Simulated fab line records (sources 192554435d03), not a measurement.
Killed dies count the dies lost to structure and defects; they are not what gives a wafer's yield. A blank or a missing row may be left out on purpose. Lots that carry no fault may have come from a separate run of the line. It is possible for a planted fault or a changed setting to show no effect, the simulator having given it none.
A lot that was struck, set against a sound lot / flow n5-finfet / 14 steps out of a route of 1938
Sound: wafers L481.2, L481.4, L481.6. Struck: wafer L491.6. (L491.2, L491.5 of the same lot were not struck and are left out.) The cause comes at the end.
For every step that has rows: the tool of each side, followed by ch and its chambers, followed by its first start. Under that, the readings that differ: sound wafers / struck wafers / difference of the means / sigmas: that difference in standard deviations of wafers without a fault.
alike: words and numbers the same on both sides, and readings whose means are apart by under 2 such deviations; not compared: readings that were withheld, readings missing a value for some wafer, numbers with overlapping values and no deviation given by the record, and bounds like >300 which may hide the same value.
Wherever a step has rows on one side only, a row that says differs or no value, or a row with sigmas, the two part there. Numbers that don't overlap but have no deviation are shown without sigmas and don't part them. A reading missing from all wafers of one side parts the sides only when that side holds two or more wafers.

first, 2 steps without rows for these wafers: N5_BEOL_M8_TRENCH_ETCH_37 (etches SiCOH lowk in C4F6/O2, target depth 93.478 nm, time 31.2 s); N5_BEOL_M8_ETCH_41 (etches SiCN in CH3F/O2, target depth 31.9 nm, time 57.8 s).
N5_BEOL_M8_STRIP_80: strips in N2/H2, time 10 s.
  sound: rie-diel-03 ch 0,1; struck: rie-diel-03 ch 0
  alike: drypump-motor-current-A, h2-flow-sccm, oes-product-au, rf-vpp-V, showerhead-plenum-p-Torr, throttle-valve-pct
  not compared: rf-hours-counter-h
N5_BEOL_M8_OCD_MEAS_38:
  struck on ocd-01, day 12 08:17; sound on ocd-02, day 10 01:44
  alike: trench-depth-nm
then, 4 steps without rows for these wafers: N5_BEOL_M8_HM_STRIP_39 (strips TiN in peroxide tin strip, target depth 25 nm, time 158 s); N5_BEOL_M8_SRD_40 (time 30 s); N5_BEOL_M8_PRECLEAN_42 (cleans in residue remover, time 60 s); N5_BEOL_M8_SRD_43 (time 30 s).
N5_BEOL_M8_CD_MEAS_35 targets a cd of 40 nm.
  struck on cd-sem-03, day 12 08:26; sound on cd-sem-01, day 10 01:53
  alike: cd-nm
N5_BEOL_M8_CURE_75: cures SiCOH lowk, time 120 s.
  sound on uv-cure-03 ch 2, day 10 01:59; struck on uv-cure-01 ch 0, day 12 08:42
reading=wafer_temp_C_max; sound=371.6 371.1 370.9; struck=373.6; difference=+2.4; sigmas=+3
  alike: lamp-power-pct
N5_BEOL_M8_DEGAS_44: time 60 s.
  struck on pvd-sputter-02, day 12 09:01; sound on pvd-sputter-02, day 10 02:16
  alike: heater-power-w
N5_BEOL_M8_PRE_CLEAN_45: time 30 s.
  struck on pvd-sputter-02, day 12 09:03; sound on pvd-sputter-02, day 10 02:18
  alike: heater-power-w
N5_BEOL_M8_ALD_77: deposits TaN, target thk 2 nm, pulse time 2 s, purge time 3 s.
  sound on ald-metal-02 ch 1,3, day 10 02:27; struck on ald-metal-02 ch 3, day 12 09:19
reading=purge-time-s (s); sound=3 3 3; struck=2.8058; difference=-0.1942; sigmas=
  alike: heater-power-w
N5_BEOL_M8_SURFACE_TREAT_79:
  struck on pvd-sputter-01, day 12 09:40; sound on pvd-sputter-02, day 10 02:46
  not compared: pressure-mtorr, throttle-valve-pct

== WHERE THEY PART ==
At N5_BEOL_M8_CURE_75 and nowhere else, as far as this record goes. Later steps at which nothing parts them and some readings are alike: N5_BEOL_M8_DEGAS_44, N5_BEOL_M8_PRE_CLEAN_45, N5_BEOL_M8_ALD_77.

WHY: the cause the simulator had injected
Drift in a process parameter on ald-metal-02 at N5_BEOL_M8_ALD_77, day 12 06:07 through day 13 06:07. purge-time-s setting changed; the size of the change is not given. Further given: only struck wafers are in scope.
